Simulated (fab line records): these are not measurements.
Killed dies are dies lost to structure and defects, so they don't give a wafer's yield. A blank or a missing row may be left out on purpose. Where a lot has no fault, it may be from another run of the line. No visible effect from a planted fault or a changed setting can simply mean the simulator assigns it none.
Split-lot study | flow n5Finfet | 39 wafers read across 7 lots, on a route 1938 steps long

== SPLIT DETAILS ==
At N5_PASSIVATION_ETCH_54 (etches SiO2 in CHF3/O2, target depth 880 nm, time 440 s), the setting targetDepthA was moved away from the recipe's 8800 angstrom on 12 of the 39 wafers read, by -54.1% to +56.9%. The other wafers ran this setting at the recipe's value.

Reading taken at the split's own step.

== THE READING ==
etch.depthNm (the simulator's own value, which no gauge read), in nm, at N5_PASSIVATION_ETCH_54 (etches SiO2 in CHF3/O2, target depth 880 nm, time 440 s). The file gives no usual value for it. Average 871.1 nm, standard deviation 15 nm, over the 27 wafers here run with the recipe.

wafer  | tool, chamber at the split | targetDepthA as run, angstrom | against the recipe | etch.depthNm, nm | against lot-mates on the recipe
L079.1 | rieDiel-04, 3              | 8800                          | recipe             | 865.3            | -
L079.2 | rieDiel-04, 1              | 8800                          | recipe             | 844.8            | -
L079.3 | rieDiel-04, 2              | 5034                          | -42.8%             | 497.3            | -355.6
L079.4 | rieDiel-04, 0              | 5034                          | -42.8%             | 501              | -351.9
L079.5 | rieDiel-04, 1              | 8800                          | recipe             | 848.7            | -
L079.6 | rieDiel-04, 2              | 5034                          | -42.8%             | 497.6            | -355.3
L083.1 | rieDiel-04, 2              | 8800                          | recipe             | 857.2            | -
L083.5 | rieDiel-04, 2              | 8800                          | recipe             | 861.8            | -
L083.6 | rieDiel-04, 3              | 8800                          | recipe             | 866.3            | -
L084.1 | rieDiel-01, 2              | 8800                          | recipe             | 875.2            | -
L084.2 | rieDiel-01, 1              | 8800                          | recipe             | 873.9            | -
L084.3 | rieDiel-01, 3              | 8800                          | recipe             | 874.3            | -
L084.4 | rieDiel-01, 0              | 8800                          | recipe             | 847.9            | -
L084.5 | rieDiel-01, 0              | 8800                          | recipe             | 852.8            | -
L084.6 | rieDiel-01, 3              | 8800                          | recipe             | 875.4            | -
L087.1 | rieDiel-04, 1              | 8800                          | recipe             | 873.1            | -
L087.2 | rieDiel-04, 2              | 8800                          | recipe             | 871.6            | -
L087.3 | rieDiel-04, 0              | 8800                          | recipe             | 873.8            | -
L087.4 | rieDiel-04, 3              | 8800                          | recipe             | 868.5            | -
L087.5 | rieDiel-04, 0              | 8800                          | recipe             | 870.7            | -
L087.6 | rieDiel-04, 1              | 8800                          | recipe             | 874.4            | -
L090.1 | rieDiel-02, 1              | 12570                         | +42.8%             | 1249             | +362.0
L090.2 | rieDiel-02, 2              | 12570                         | +42.8%             | 1263             | +376.0
L090.3 | rieDiel-02, 0              | 12570                         | +42.8%             | 1286             | +399.0
L090.4 | rieDiel-02, 3              | 8800                          | recipe             | 904.8            | -
L090.5 | rieDiel-02, 1              | 8800                          | recipe             | 878.7            | -
L090.6 | rieDiel-02, 2              | 8800                          | recipe             | 877.5            | -
L092.1 | rieDiel-02, 2              | 8800                          | recipe             | 887.1            | -
L092.2 | rieDiel-02, 3              | 8800                          | recipe             | 913.3            | -
L092.3 | rieDiel-02, 0              | 4042                          | -54.1%             | 418.6            | -472.4
L092.4 | rieDiel-02, 1              | 8800                          | recipe             | 872.7            | -
L092.5 | rieDiel-02, 0              | 4042                          | -54.1%             | 412.9            | -478.1
L092.6 | rieDiel-02, 3              | 4042                          | -54.1%             | 417.8            | -473.2
L097.1 | rieDiel-02, 3              | 13810                         | +56.9%             | 1397             | +526.7
L097.2 | rieDiel-02, 0              | 8800                          | recipe             | 878              | -
L097.3 | rieDiel-02, 1              | 8800                          | recipe             | 865.8            | -
L097.4 | rieDiel-02, 2              | 8800                          | recipe             | 867              | -
L097.5 | rieDiel-02, 2              | 13810                         | +56.9%             | 1370             | +499.7
L097.6 | rieDiel-02, 3              | 13810                         | +56.9%             | 1402             | +531.7

FIT RESULTS
A straight line over all 39 wafers: etch.depthNm changes by +8.84 nm for each +1% of targetDepthA; r = +1.00; the points scatter about the line by 16 nm.
The same after taking each lot's own level away (the mean of its wafers on the recipe; 39 wafers): +8.81 nm for each +1%; r = +1.00; scatter 13 nm.
Per that fit: largest targetDepthA move, reading shift of 5e+02 nm.
The lots' own levels span 852.93 to 891.03 nm, that is 2.6 times the standard deviation above.
So the lot-to-lot level changes the slope little: the two slopes agree.
Check: with one of the wafers moved furthest among these (+56.9%) left out of the fit, the line predicts +502 nm for it against its lot-mates. Against them it came out at +527 nm.

== ADDITIONAL SPLITS CARRIED BY THESE WAFERS ==
Other splits were also applied to these wafers ahead of the reading. Each is held against what the fit with the lots' levels taken away leaves over:
other split on the same wafers    | wafers away from the commonest value | r with etch.depthNm (lot level and that fit taken away)
N5_BEOL_M10_TRENCH_ETCH_37 timeS  | 12                                   | -0.12
N5_BEOL_M14_ILD_DEP_00 targetThkA | 9                                    | -0.15
N5_BEOL_M14_DESCUM_33 timeS       | 15                                   | +0.03

== THE WHOLE CHAIN: every reading that the file lists as answering this split, in the file's order ==
step                   | what it does                                            | reading                                                                     | change (the file's fit)              | r (the file's)
N5_PASSIVATION_ETCH_54 | etches SiO2 in CHF3/O2, target depth 880 nm, time 440 s | PASSIVATION.featureDepthNm (the simulator's own value, which no gauge read) | +8.81 nm for each +1% of the setting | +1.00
N5_PASSIVATION_ETCH_54 | etches SiO2 in CHF3/O2, target depth 880 nm, time 440 s | etch.depthNm (the simulator's own value, which no gauge read)               | +8.81 nm for each +1% of the setting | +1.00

== FILE'S OWN FIT ==
etch.depthNm changes by +8.81 nm for each +1% of targetDepthA, r = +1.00.
